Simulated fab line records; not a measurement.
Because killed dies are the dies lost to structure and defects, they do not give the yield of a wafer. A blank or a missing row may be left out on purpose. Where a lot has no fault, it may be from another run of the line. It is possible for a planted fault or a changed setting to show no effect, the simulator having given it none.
Matching of chambers + flow n5-finfet + ald-sin-02 running N5_MOL_CONTACT_COAG_ALD_123: 4 sister chambers
The step deposits SiNx, target thk 5 nm, pulse time 1 s, purge time 2 s. 4 wafers are shown with their chamber, then 10 later ones without.

== WAFERS, EACH WITH ITS CHAMBER ==
| wafer  | chamber | heater-power-w (W) |
|--------|---------|--------------------|
| L090.3 | 1       | 821                |
| L092.5 | 3       | 978                |
| L094.2 | 0       | 758                |
| L094.3 | 2       | 708                |

== WAFERS WHOSE CHAMBER IS MISSING ==
| wafer  | heater-power-w (W) |
|--------|--------------------|
| L094.6 | 981                |
| L095.2 | 770                |
| L095.4 | 940                |
| L095.5 | 968                |
| L097.2 | 694                |
| L097.3 | 765                |
| L097.5 | 971                |
| L096.3 | 968                |
| L096.4 | 716                |
| L096.6 | 967                |

== WHICH CHAMBER EACH WENT THROUGH ==
| wafer  | from the rows above | in truth |
|--------|---------------------|----------|
| L094.6 | 3                   | 3        |
| L095.2 | 0                   | 0        |
| L095.4 | 3                   | 3        |
| L095.5 | 3                   | 3        |
| L097.2 | 2                   | 2        |
| L097.3 | 0                   | 0        |
| L097.5 | 3                   | 3        |
| L096.3 | 3                   | 3        |
| L096.4 | 2                   | 2        |
| L096.6 | 3                   | 3        |
Correctly placed: 10 of 10. Left unplaced by these rows: 0. Number placed wrongly: 0.
How it was worked out, from the rows above alone: a wafer's distance from a chamber is the root of the sum, over the readings, of the square of ((its reading less the chamber's mean) divided by the reading's scatter). If the next closest chamber is less than 2 further off than the closest, the wafer can't be placed; otherwise it belongs to the closest. Each chamber's mean is taken over the wafers shown for it. The scatter (one wafer shown for each chamber): square how far every hidden wafer sits from the nearest shown wafer, average those squares and take the square root.
